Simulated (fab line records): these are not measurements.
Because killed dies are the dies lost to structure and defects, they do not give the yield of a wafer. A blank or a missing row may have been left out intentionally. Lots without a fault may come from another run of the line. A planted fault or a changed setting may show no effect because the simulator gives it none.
Which tool did it? || flow n5_finfet || 8 lots, 24 wafers sampled, at 5 steps of a route of 1938

WHAT THE GAUGES READ, wafer by wafer
N5_BEOL_M5_OCD_MEAS_38.
{"lot": "L891", "measured": "day 8 05:05", "on": "ocd-02", "trench_depth_nm (nm)": "71.9 69.3 71.9"}
{"lot": "L903", "measured": "day 11 17:50", "on": "ocd-02", "trench_depth_nm (nm)": "72.1 69.4 71.3"}
{"lot": "L905", "measured": "day 12 09:10", "on": "ocd-02", "trench_depth_nm (nm)": "70.0 76.3 72.6"}
{"lot": "L906", "measured": "day 13 00:10", "on": "ocd-02", "trench_depth_nm (nm)": "71.5 71.1 72.8"}
{"lot": "L910", "measured": "day 13 09:07", "on": "ocd-01", "trench_depth_nm (nm)": "76.1 69.1 70.6"}
{"lot": "L911", "measured": "day 13 17:10", "on": "ocd-02", "trench_depth_nm (nm)": "68.5 75.0 71.2"}
{"lot": "L913", "measured": "day 13 23:27", "on": "ocd-02", "trench_depth_nm (nm)": "70.7 70.2 71.4"}
{"lot": "L914", "measured": "day 14 16:20", "on": "ocd-02", "trench_depth_nm (nm)": "71.3 72.6 71.3"}

EACH LOT AND THE TOOL THAT RAN IT (in order: tool; ch and the chambers of the sampled wafers; start)
{"lot": "L891", "N5_BEOL_M5_DESCUM_33": "rie_diel-04 ch 2,3, day 8 04:39", "N5_BEOL_M5_ETCH_68": "rie_diel-04 ch 2,3, day 8 04:44", "N5_BEOL_M5_STRIP_36": "rie_diel-04 ch 2,3, day 8 04:53", "N5_BEOL_M5_TRENCH_ETCH_37": "rie_diel-04 ch 2,3, day 8 04:55"}
{"lot": "L903", "N5_BEOL_M5_DESCUM_33": "rie_diel-04 ch 1,2,3, day 11 17:25", "N5_BEOL_M5_ETCH_68": "rie_diel-04 ch 1,2,3, day 11 17:29", "N5_BEOL_M5_STRIP_36": "rie_diel-04 ch 1,2,3, day 11 17:38", "N5_BEOL_M5_TRENCH_ETCH_37": "rie_diel-04 ch 1,2,3, day 11 17:41"}
{"lot": "L905", "N5_BEOL_M5_DESCUM_33": "rie_diel-04 ch 1,2,3, day 12 08:45", "N5_BEOL_M5_ETCH_68": "rie_diel-04 ch 1,2,3, day 12 08:50", "N5_BEOL_M5_STRIP_36": "rie_diel-04 ch 1,2,3, day 12 08:58", "N5_BEOL_M5_TRENCH_ETCH_37": "rie_diel-04 ch 1,2,3, day 12 09:01"}
{"lot": "L906", "N5_BEOL_M5_DESCUM_33": "rie_diel-03 ch 0,1,2, day 12 23:44", "N5_BEOL_M5_ETCH_68": "rie_diel-03 ch 0,1,2, day 12 23:49", "N5_BEOL_M5_STRIP_36": "rie_diel-03 ch 0,1,2, day 12 23:58", "N5_BEOL_M5_TRENCH_ETCH_37": "rie_diel-03 ch 0,1,2, day 13 00:01"}
{"lot": "L910", "N5_BEOL_M5_DESCUM_33": "rie_diel-04 ch 1,2,3, day 13 08:41", "N5_BEOL_M5_ETCH_68": "rie_diel-04 ch 1,2,3, day 13 08:46", "N5_BEOL_M5_STRIP_36": "rie_diel-04 ch 1,2,3, day 13 08:55", "N5_BEOL_M5_TRENCH_ETCH_37": "rie_diel-04 ch 1,2,3, day 13 08:58"}
{"lot": "L911", "N5_BEOL_M5_DESCUM_33": "rie_diel-04 ch 1,2,3, day 13 16:45", "N5_BEOL_M5_ETCH_68": "rie_diel-04 ch 1,2,3, day 13 16:50", "N5_BEOL_M5_STRIP_36": "rie_diel-04 ch 1,2,3, day 13 16:58", "N5_BEOL_M5_TRENCH_ETCH_37": "rie_diel-04 ch 1,2,3, day 13 17:01"}
{"lot": "L913", "N5_BEOL_M5_DESCUM_33": "rie_diel-05 ch 0,2,3, day 13 23:02", "N5_BEOL_M5_ETCH_68": "rie_diel-05 ch 0,2,3, day 13 23:07", "N5_BEOL_M5_STRIP_36": "rie_diel-05 ch 0,2,3, day 13 23:16", "N5_BEOL_M5_TRENCH_ETCH_37": "rie_diel-05 ch 0,2,3, day 13 23:18"}
{"lot": "L914", "N5_BEOL_M5_DESCUM_33": "rie_diel-03 ch 0,2, day 14 15:55", "N5_BEOL_M5_ETCH_68": "rie_diel-03 ch 0,2, day 14 15:59", "N5_BEOL_M5_STRIP_36": "rie_diel-03 ch 0,2, day 14 16:08", "N5_BEOL_M5_TRENCH_ETCH_37": "rie_diel-03 ch 0,2, day 14 16:11"}
- N5_BEOL_M5_DESCUM_33: chemistry O2, time 7 s.
- N5_BEOL_M5_ETCH_68: etches SOC in N2/H2, target depth 80 nm, overetch 16 nm, time 120 s.
- N5_BEOL_M5_STRIP_36: strips in N2/H2.
- N5_BEOL_M5_TRENCH_ETCH_37: etches SiCOH lowk in C4F6/O2, target depth 71.652 nm, time 24.7 s.

THE ANSWER, worked out from the rows above alone
Rule: what is usual is taken from the lots themselves. The widest of any qualifying gaps counts: lots, ordered by their means at a reading, are off when they make up no more than a third of the lots, leave a main group of 4 or more, and stand apart from it by 3 or more times the standard deviation of that group's means. The tables above print the reading to a certain number of digits; a main group whose means all agree to those digits is not used. Also off: a lot with no number at a reading for which 4 or more lots have one. Any other lot the step has rows for is counted as sound.
Across all readings shown, no lot is off: no conclusion can be drawn from this.

WHAT WAS PUT IN BY THE SIMULATOR
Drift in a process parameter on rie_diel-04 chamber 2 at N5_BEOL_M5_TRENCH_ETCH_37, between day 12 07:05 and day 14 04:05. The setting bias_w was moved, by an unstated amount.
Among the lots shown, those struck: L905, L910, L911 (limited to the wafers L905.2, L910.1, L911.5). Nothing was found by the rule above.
